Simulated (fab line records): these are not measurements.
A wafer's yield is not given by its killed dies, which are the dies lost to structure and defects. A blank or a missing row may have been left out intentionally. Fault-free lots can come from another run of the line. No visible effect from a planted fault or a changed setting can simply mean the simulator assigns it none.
A lot that was struck, set against a sound lot / flow n5Finfet / 23 out of 1938 route steps
Sound: the wafers L253.4, L253.5, L253.6. Wafers L250.3, L250.4, L250.5 were the ones struck. The cause is named last.
At each step with rows: each side's tool, then ch and its chambers, then its first start. Under that, the readings that differ: sound wafers / struck wafers / difference of the means / sigmas: that difference in standard deviations of wafers without a fault.
alike: words and numbers the same on both sides, and readings whose means are apart by under 2 such deviations; not compared: readings that were withheld, readings missing a value for some wafer, numbers with overlapping values and no deviation given by the record, and bounds like >300 which may hide the same value.
Wherever a step has rows on one side only, a row that says differs or no value, or a row with sigmas, the two part there. Numbers that don't overlap but have no deviation are shown without sigmas and don't part them. A reading missing from all wafers of one side parts the sides only when that side holds two or more wafers.

first, 9 steps without rows for these wafers: N5_BEOL_M11_ILD_DEP_00 (deposits SiCOH lowk from DEMS/porogen, target thk 308.51 nm, time 58 s); N5_BEOL_M11_CURE_71 (cures SiCOH lowk, time 240 s); N5_BEOL_M11_PECVD_70 (deposits SiO2 from TEOS/O2, target thk 20 nm, time 22.7 s); N5_BEOL_M11_HM_DEP_02 (deposits TiN, target thk 20 nm); N5_BEOL_M11_COAT_59 (time 60 s, resist thk 100 nm); N5_BEOL_M11_COAT_60 (time 60 s, resist thk 30 nm); N5_BEOL_M11_COAT_05 (resist thk 90 nm); N5_BEOL_M11_EBR_07; N5_BEOL_M11_SOFTBAKE_06 (time 60 s).
N5_BEOL_M11_EXPOSE_08: exposes mask M11.
  sound on arfiScanner-03 ch 0, day 15 02:23; struck on arfiScanner-02 ch 0, day 14 16:46
reading=exposureDoseMJCm2; sound=53.77 53.70 53.74; struck=57.62 57.60 57.60; difference=+3.87; sigmas=+82
  alike: mask
then, 2 steps without rows for these wafers: N5_BEOL_M11_PEB_09 (peb time 60 s); N5_BEOL_M11_DEVELOP_10 (develop time 30 s).
N5_BEOL_M11_CD_MEAS_11: target cd 64.1 nm.
  sound on cdSem-02 ch 0, day 15 02:30; struck on cdSem-01 ch 0, day 14 16:53
reading=cdNm (nm); sound=64.0 63.5 63.2; struck=67.4 67.3 66.6; difference=+3.5; sigmas=+6
then, 1 step without rows for these wafers: N5_BEOL_M11_DESCUM_16 (chemistry O2, time 7.9 s).
N5_BEOL_M11_ETCH_61: etches SiARC in CF4, target depth 39 nm, time 65 s.
  sound on rieDiel-04 ch 0,2,3, day 15 02:40; struck on rieDiel-01 ch 0,3, day 14 17:00
reading=model.BEOL_M11.cdOffsetNm (nm); sound=0 -1 -0.6; struck=3.4 3.2 2.8; difference=+3.7; sigmas=
  alike: drypumpMotorCurrentA, etchRfOnTimeS, oesProductAu, rfFwdPowerW, rfVppV, showerheadPlenumPTorr, throttleValvePct
  not compared: rfHoursCounterH
then, 3 steps without rows for these wafers: N5_BEOL_M11_ETCH_62 (etches SOC in N2/H2, target depth 110 nm, overetch 22 nm, time 165 s); N5_BEOL_M11_STRIP_68 (strips in N2/H2); N5_BEOL_M11_STRIP_67 (strips in CF4).
N5_BEOL_M11_HM_OPEN_17: chemistry Cl2/BCl3, target TiN, target depth 20 nm, overetch 6 nm.
  sound on rieMetal-01 ch 0,1, day 15 02:56; struck on rieMetal-03 ch 0,1, day 14 17:16
reading=model.BEOL_M11.cdOffsetNm (nm); sound=-0.2 -1 -0.6; struck=3.8 3.2 2.8; difference=+3.9; sigmas=
  alike: drypumpMotorCurrentA, oesProductAu, rfFwdPowerW, throttleValvePct
  not compared: rfHoursCounterH
then, 1 step without rows for these wafers: N5_BEOL_M11_STRIP_19 (strips in O2).
N5_BEOL_M11_CD_MEAS_18: pitch 140 nm, target cd 70 nm.
  sound on cdSem-03, day 15 03:05; struck on cdSem-03, day 14 17:25
reading=cdNm (nm); sound=70.0 69.2 69.4; struck=73.7 73.2 72.7; difference=+3.7; sigmas=+6
then, 1 step without rows for these wafers: N5_BEOL_M11_COAT_63 (time 60 s, resist thk 100 nm).
-- the record jumps here: 2 days lie between the struck wafers' starts before and after (it left off in module BEOL_M11 and takes up again in module PASSIVATION, whose first step shown is number 1936 of the route) --
N5_PASSIVATION_PROBE_49:
  sound on prober-02, day 17 02:52; struck on prober-01, day 16 22:15
reading=killed_at_M0_to_M3; sound=46 56 44; struck=27 20 15; difference=-28; sigmas=-3
  alike: defectLimitedYield, killed_at_M4_up, killedAtContacts, killedAtFrontEnd, killedAtOther, killedDies, killedOpen, killedShort, sort_bin_5_function, sort_bin_6_memory, sortNPass, sortYieldPct

== WHERE THEY PART ==
Last at N5_PASSIVATION_PROBE_49 as far as this record goes, first at N5_BEOL_M11_EXPOSE_08.

WHY: the cause the simulator had injected
Process parameter drift: arfiScanner-02, from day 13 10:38 on, at N5_BEOL_M11_EXPOSE_08. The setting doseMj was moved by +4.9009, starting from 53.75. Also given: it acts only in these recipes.
